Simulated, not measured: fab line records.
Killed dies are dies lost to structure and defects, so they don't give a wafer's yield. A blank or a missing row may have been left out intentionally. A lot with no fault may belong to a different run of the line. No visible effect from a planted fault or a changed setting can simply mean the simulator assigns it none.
Chamber matching / flow n5Finfet / 4 sister chambers for N5_BEOL_M5_DESCUM_16 on rieDiel-06
The step chemistry O2, time 7 s. 4 wafers are shown with their chamber, then 12 later ones without.

## WAFERS WITH THEIR CHAMBER
wafer=L079.6; chamber=3; oesProductAu (a.u.)=0.76
wafer=L084.3; chamber=2; oesProductAu (a.u.)=0.68
wafer=L087.1; chamber=0; oesProductAu (a.u.)=0.75
wafer=L087.6; chamber=1; oesProductAu (a.u.)=0.86

## WAFERS WITH NO CHAMBER GIVEN
wafer=L085.4; oesProductAu (a.u.)=0.76
wafer=L085.5; oesProductAu (a.u.)=0.67
wafer=L085.6; oesProductAu (a.u.)=0.85
wafer=L089.1; oesProductAu (a.u.)=0.74
wafer=L089.4; oesProductAu (a.u.)=0.85
wafer=L089.6; oesProductAu (a.u.)=0.67
wafer=L093.2; oesProductAu (a.u.)=1.02
wafer=L093.4; oesProductAu (a.u.)=1.01
wafer=L093.5; oesProductAu (a.u.)=0.75
wafer=L097.3; oesProductAu (a.u.)=0.98
wafer=L097.4; oesProductAu (a.u.)=0.73
wafer=L097.5; oesProductAu (a.u.)=0.83

## EACH ONE'S CHAMBER
wafer=L085.4; from the rows above=can't be placed: 3 or 0 or 2 or 1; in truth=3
wafer=L085.5; from the rows above=can't be placed: 2 or 0 or 3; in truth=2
wafer=L085.6; from the rows above=can't be placed: 1 or 3 or 0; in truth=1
wafer=L089.1; from the rows above=can't be placed: 0 or 3 or 2 or 1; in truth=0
wafer=L089.4; from the rows above=can't be placed: 1 or 3 or 0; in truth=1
wafer=L089.6; from the rows above=can't be placed: 2 or 0 or 3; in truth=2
wafer=L093.2; from the rows above=can't be placed: 1 or 3 or 0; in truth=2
wafer=L093.4; from the rows above=can't be placed: 1 or 3 or 0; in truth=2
wafer=L093.5; from the rows above=can't be placed: 0 or 3 or 2 or 1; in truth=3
wafer=L097.3; from the rows above=can't be placed: 1 or 3 or 0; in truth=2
wafer=L097.4; from the rows above=can't be placed: 0 or 3 or 2 or 1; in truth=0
wafer=L097.5; from the rows above=can't be placed: 1 or 3 or 0 or 2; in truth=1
Placed correctly: 0 of 12. Cannot be placed on the basis of these rows: 12; the candidates contain the true chamber in 9. Placed wrongly: 0.
How it was worked out, from the rows above alone: a wafer's distance from a chamber is the root of the sum, over the readings, of the square of ((its reading less the chamber's mean) divided by the reading's scatter). If the next closest chamber is less than 2 further off than the closest, the wafer can't be placed; otherwise it belongs to the closest. The mean given for a chamber averages the wafers shown for that chamber. The scatter: with one shown wafer a chamber, the root of the mean of the squares of how far each hidden wafer lies from its nearest shown one.
